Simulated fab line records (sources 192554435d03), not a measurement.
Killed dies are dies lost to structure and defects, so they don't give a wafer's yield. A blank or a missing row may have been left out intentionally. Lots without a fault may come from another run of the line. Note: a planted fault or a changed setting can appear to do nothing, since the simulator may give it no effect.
Lot-split experiment | flow n5 finfet | 21 wafers read across 7 lots, on a route 1938 steps long

== THE SPLIT ==
At N5_BEOL_M10_COAT_22 (resist thk 90 nm), the setting spin rpm was moved away from the recipe's 1500 rpm on 6 of the 21 wafers read, by -6.9% to +10.9%. This setting was run at the recipe's value on the other wafers.

== FROM THE SPLIT ON TO THE READING: in between, the file shows 1 step ==
- N5_BEOL_M10_PEB_26: peb time 60 s (also split here: peb time s)

== THE READING ==
CAR-ArF_of_BEOL_M10_COAT_22.thk nm (the simulator's own value, which no gauge read), in nm, at N5_BEOL_M10_DEVELOP_27 (develop time 30 s). No usual value for it is given in the file. Average 88.2 nm, standard deviation 0.26 nm, over the 15 wafers here run with the recipe.

wafer  | tool, chamber at the split | spin rpm as run, rpm | against the recipe | CAR-ArF_of_BEOL_M10_COAT_22.thk nm, nm | against lot-mates on the recipe
L075.1 | litho track-04, 0          | 1500                 | recipe             | 88.4                                   | -
L075.3 | litho track-04, 0          | 1500                 | recipe             | 88.2                                   | -
L075.6 | litho track-04, 0          | 1500                 | recipe             | 88.8                                   | -
L076.4 | litho track-01, 0          | 1632                 | +8.8%              | 84.4                                   | -3.8
L076.5 | litho track-01, 0          | 1632                 | +8.8%              | 84.6                                   | -3.6
L076.6 | litho track-01, 0          | 1500                 | recipe             | 88.2                                   | -
L084.1 | litho track-01, 0          | 1500                 | recipe             | 88.2                                   | -
L084.2 | litho track-01, 0          | 1663                 | +10.9%             | 83.8                                   | -4.4
L084.3 | litho track-01, 0          | 1663                 | +10.9%             | 83.8                                   | -4.4
L087.1 | litho track-04, 0          | 1500                 | recipe             | 88.2                                   | -
L087.2 | litho track-04, 0          | 1500                 | recipe             | 88.2                                   | -
L087.6 | litho track-04, 0          | 1500                 | recipe             | 88                                     | -
L090.1 | litho track-01, 0          | 1500                 | recipe             | 88.4                                   | -
L090.6 | litho track-01, 0          | 1500                 | recipe             | 88.4                                   | -
L090.3 | litho track-01, 0          | 1500                 | recipe             | 88                                     | -
L092.2 | litho track-02, 0          | 1397                 | -6.9%              | 90.8                                   | +3.2
L092.3 | litho track-02, 0          | 1397                 | -6.9%              | 90.6                                   | +3.0
L092.6 | litho track-02, 0          | 1500                 | recipe             | 87.6                                   | -
L097.1 | litho track-02, 0          | 1500                 | recipe             | 88                                     | -
L097.5 | litho track-02, 0          | 1500                 | recipe             | 88.2                                   | -
L097.6 | litho track-02, 0          | 1500                 | recipe             | 88.4                                   | -

FIT RESULTS
A straight line over all 21 wafers: CAR-ArF_of_BEOL_M10_COAT_22.thk nm changes by -0.4 nm for each +1% of spin rpm; r = -0.99; the points scatter about the line by 0.25 nm.
The same after taking each lot's own level away (the mean of its wafers on the recipe; 21 wafers): -0.421 nm for each +1%; r = -1.00; scatter 0.17 nm.
On that fit, the largest move of spin rpm shifts the reading by 4.6 nm.
From 87.60 to 88.47 nm: that is the span of the lots' own levels, equal to 3.4 times the standard deviation above.
Hence the lot-to-lot level has little effect on the slope; both slopes agree.
Check: -4.58 nm against its lot-mates is what the line predicts for one of the wafers moved furthest among these (+10.9%) when that wafer is left out of the fit. It came out at -4.4 nm against them.

== OTHER SPLITS APPLIED TO THESE WAFERS ==
Before the reading, these wafers also passed through other splits. Each is held against what the fit with the lots' levels taken away leaves over:
other split on the same wafers   | wafers away from the commonest value | r with CAR-ArF_of_BEOL_M10_COAT_22.thk nm (lot level and that fit taken away)
N5_BEOL_M7_ETCH_62 source w      | 12                                   | +0.25
N5_BEOL_M7_COAT_71 spin rpm      | 5                                    | +0.11
N5_BEOL_M8_VIA_ETCH_34 bias w    | 10                                   | -0.10
N5_BEOL_M8_TRENCH_ETCH_37 bias w | 8                                    | +0.05
N5_BEOL_M9_COAT_05 spin rpm      | 5                                    | +0.07
N5_BEOL_M10_PEB_26 peb time s    | 8                                    | -0.11

== THE WHOLE CHAIN: every reading that the file lists as answering this split, in the file's order ==
step                   | what it does      | reading                                                                             | change (the file's fit)               | r (the file's)
N5_BEOL_M10_COAT_22    | resist thk 90 nm  | CAR-ArF_of_BEOL_M10_COAT_22.thk nm (the simulator's own value, which no gauge read) | -0.41 nm for each +1% of the setting  | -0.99
N5_BEOL_M10_DEVELOP_27 | develop time 30 s | CAR-ArF_of_BEOL_M10_COAT_22.thk nm (the simulator's own value, which no gauge read) | -0.419 nm for each +1% of the setting | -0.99

== FILE'S OWN FIT ==
CAR-ArF_of_BEOL_M10_COAT_22.thk nm changes by -0.419 nm for each +1% of spin rpm, r = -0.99.
